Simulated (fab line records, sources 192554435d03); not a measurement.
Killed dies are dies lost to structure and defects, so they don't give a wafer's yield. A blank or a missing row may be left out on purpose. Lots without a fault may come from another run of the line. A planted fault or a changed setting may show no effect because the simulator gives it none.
Chamber matching | flow n5_finfet | N5_MOL_CONTACT_COAG_ALD_27 on ald_sin-03: 4 sister chambers
The step deposits SiOC, target thk 17 nm, pulse time 1.5 s, time 2720 s. 4 wafers are shown with their chamber, then 10 later ones without.

WAFERS WITH THEIR CHAMBER
wafer  | chamber | heater_power_w (W)
L083.1 | 1       | 829
L090.4 | 0       | 777
L091.1 | 3       | 721
L091.3 | 2       | 838

WAFERS WITHOUT THEIR CHAMBER
wafer  | heater_power_w (W)
L091.6 | 842
L094.1 | 824
L094.2 | 877
L094.3 | 819
L094.4 | 712
L094.5 | 842
L094.6 | 800
L096.3 | 721
L096.5 | 717
L096.6 | 820

WHICH CHAMBER EACH WENT THROUGH
wafer  | from the rows above          | in truth
L091.6 | can't be placed: 2 or 1      | 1
L094.1 | can't be placed: 1 or 2      | 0
L094.2 | can't be placed: 2 or 1      | 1
L094.3 | can't be placed: 1 or 2      | 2
L094.4 | 3                            | 3
L094.5 | can't be placed: 2 or 1      | 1
L094.6 | can't be placed: 0 or 1 or 2 | 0
L096.3 | 3                            | 3
L096.5 | 3                            | 3
L096.6 | can't be placed: 1 or 2      | 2
Placed correctly: 3 of 10. Can't be placed from these rows: 7 (the true chamber is among the candidates in 6). Placed wrongly: 0.
How it was worked out, from the rows above alone: a wafer's distance from a chamber is the root of the sum, over the readings, of the square of ((its reading less the chamber's mean) divided by the reading's scatter). The wafer belongs to the nearest chamber; if the next one is less than 2 further off, it can't be placed. A chamber's mean is the mean of its shown wafers. The scatter: with one shown wafer a chamber, the root of the mean of the squares of how far each hidden wafer lies from its nearest shown one.
